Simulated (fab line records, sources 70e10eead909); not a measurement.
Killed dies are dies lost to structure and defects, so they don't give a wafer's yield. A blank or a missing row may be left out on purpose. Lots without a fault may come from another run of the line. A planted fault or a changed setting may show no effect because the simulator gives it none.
A struck lot beside a sound one | flow nand_harc | 40 steps out of a route of 1302
Sound: wafers L976.1, L976.3, L976.5. Struck: wafers L994.1, L994.2, L994.6. The cause comes at the end.
At each step with rows: each side's tool, then ch and its chambers, then its first start. Under that, the readings that differ: sound wafers | struck wafers | difference of the means | sigmas: that difference in standard deviations of wafers without a fault.
alike: readings whose means differ by less than 2 such deviations, and words and numbers that are the same on both sides. not compared: withheld readings, readings that some wafer has no value for, bounds like >300 that may hide the same value, and numbers for which the record gives no deviation and whose values overlap.
The two part at a step that has a row with sigmas, a row that says differs or no value, or rows on one side only. Numbers that don't overlap but have no deviation are shown without sigmas and don't part them. A reading that every wafer of one side lacks parts them only if that side has two wafers or more.

first, 4 steps without rows for these wafers: NHARC_A_CHANNEL_HOLE_D1_ETCH_44 (etches the open film in CF4/O2, target depth 140 nm, overetch 14 nm, time 77 s); NHARC_A_CHANNEL_HOLE_D1_STRIP_27 (strips in O2); NHARC_A_CHANNEL_HOLE_D1_PRECLEAN_28 (cleans in SC1); NHARC_A_CHANNEL_HOLE_D1_SRD_29.
NHARC_A_CHANNEL_HOLE_D1_CD_MEAS_30:
  sound on cd_sem-03, day 9 12:06; struck on cd_sem-01, day 16 17:30
  alike: cd_nm
then, 1 step without rows for these wafers: NHARC_A_CHANNEL_HOLE_D1_XSEM_31.
NHARC_A_CHANNEL_HOLE_D1_INSPECT_40:
  sound on defect_inspect-01, day 9 12:17; struck on defect_inspect-02, day 16 17:41
  alike: raw_defect_count
then, 2 steps without rows for these wafers: NHARC_A_CHANNEL_FILL_D1_PRECLEAN_00 (cleans in SC1); NHARC_A_CHANNEL_FILL_D1_SRD_01.
NHARC_A_CHANNEL_FILL_D1_ALD_02: deposits SiO2, target thk 6 nm, pulse time 10 s, ald cycles 60.
  sound on ald_hk-02 ch 1,2, day 9 14:27; struck on ald_hk-02 ch 0,3, day 16 17:53
  alike: heater_power_w, precursor_pulse_height_rel
then, 1 step without rows for these wafers: NHARC_A_CHANNEL_FILL_D1_ALD_03 (deposits SiNx, target thk 6 nm, pulse time 60 s, ald cycles 58).
NHARC_A_CHANNEL_FILL_D1_ALD_14: deposits SiO2, target thk 2.5 nm, pulse time 10 s, ald cycles 25.
  sound on ald_hk-02 ch 0,2,3, day 9 21:28; struck on ald_hk-02 ch 2,3, day 17 00:55
  alike: heater_power_w, precursor_pulse_height_rel
NHARC_A_CHANNEL_FILL_D1_ALD_15: deposits SiNx, target thk 2 nm, pulse time 60 s, ald cycles 19.
  sound on ald_sin_batch-02 ch 0, day 10 00:35; struck on ald_sin_batch-01 ch 0, day 17 04:02
  alike: precursor_pulse_height_rel
then, 5 steps without rows for these wafers: NHARC_A_CHANNEL_FILL_D1_ALD_16 (deposits SiO2, target thk 1.5 nm, pulse time 10 s, ald cycles 15); NHARC_A_CHANNEL_FILL_D1_ANNEAL_17 (time 1800 s); NHARC_A_CHANNEL_FILL_D1_CVD_18 (deposits poly-Si, target thk 3 nm); NHARC_A_CHANNEL_FILL_D1_ETCHBACK_19 (etches the open film in HBr/Cl2, target depth 5 nm, time 1.7 s); NHARC_A_CHANNEL_FILL_D1_ETCHBACK_20 (etches the open film in C4F8/O2/Ar, target depth 27 nm, time 13.5 s).
NHARC_A_CHANNEL_FILL_D1_STRIP_28: strips in O2, time 20 s.
  sound on rie_diel-12 ch 0,1,3, day 10 14:50; struck on rie_diel-01 ch 1,3, day 17 19:58
  alike: drypump_motor_current_A, oes_product_au, rf_vpp_V, showerhead_plenum_p_Torr, throttle_valve_pct
  not compared: rf_hours_counter_h
then, 4 steps without rows for these wafers: NHARC_A_CHANNEL_FILL_D1_PRECLEAN_21 (cleans in dHF, time 30 s); NHARC_A_CHANNEL_FILL_D1_SRD_23; NHARC_A_CHANNEL_FILL_D1_CVD_05 (deposits poly-Si, target thk 5 nm); NHARC_A_CHANNEL_FILL_D1_ANNEAL_22 (time 7200 s).
NHARC_A_CHANNEL_FILL_D1_THK_MEAS_06: measures by ellipsometry.
  sound on film_metro-02, day 11 02:37; struck on film_metro-02, day 18 07:48
  alike: thk_nm
then, 1 step without rows for these wafers: NHARC_A_CHANNEL_FILL_D1_ALD_25 (deposits SiOx, target thk 60 nm, pulse time 10 s, ald cycles 600).
NHARC_A_CHANNEL_FILL_D1_ETCHBACK_08: etches the open film in C4F8, target depth 220 nm, time 110 s.
  sound on rie_diel-12 ch 2,3; struck on rie_diel-06 ch 0,2,3
  alike: oes_product_au, rf_vpp_V
  not compared: rf_hours_counter_h
then, 4 steps without rows for these wafers: NHARC_A_CHANNEL_FILL_D1_STRIP_29 (strips in O2, time 20 s); NHARC_A_CHANNEL_FILL_D1_PRECLEAN_30 (cleans in dHF, time 30 s); NHARC_A_CHANNEL_FILL_D1_SRD_31; NHARC_A_CHANNEL_FILL_D1_CVD_09 (deposits poly-Si, target thk 150 nm, time 3000 s).
NHARC_A_CHANNEL_FILL_D1_CMP_10: polishes, target thk 150 nm.
  sound on cmp-02 ch 0,2,3, day 11 15:46; struck on cmp-02 ch 0,1,3, day 18 19:08
  alike: motor_current_A, time_to_endpoint_s
then, 8 steps without rows for these wafers: NHARC_A_CHANNEL_FILL_D1_SRD_12; NHARC_A_DECK1_JOINT_ETCHBACK_07 (etches the open film in HBr, target depth 105 nm, time 26.9 s); NHARC_A_DECK1_JOINT_ETCH_25 (etches SiO2 in dHF, target depth 0.5 nm); NHARC_A_DECK1_JOINT_ETCH_19 (etches poly-Si in TMAH, target depth 3 nm); NHARC_A_DECK1_JOINT_ETCH_18 (etches SiO2 in dHF, target depth 3 nm); NHARC_A_DECK1_JOINT_WET_08 (chemistry H3PO4, time 86 s); NHARC_A_DECK1_JOINT_ETCH_09 (etches SiO2 in dHF, target depth 5 nm); NHARC_A_DECK1_JOINT_WET_10 (chemistry H3PO4, time 86 s).
-- the record jumps here: 13 days lie between the struck wafers' starts before and after (it left off in module A_DECK1_JOINT and takes up again in module END, whose first step shown is number 1302 of the route) --
NHARC_END_SORT_01:
  the record has rows for the struck wafers here (prober-02 ch 0, day 32 01:05) and none for the sound ones

WHERE THEY PART
Only at NHARC_END_SORT_01, within this record.

WHY: what the simulator had put in
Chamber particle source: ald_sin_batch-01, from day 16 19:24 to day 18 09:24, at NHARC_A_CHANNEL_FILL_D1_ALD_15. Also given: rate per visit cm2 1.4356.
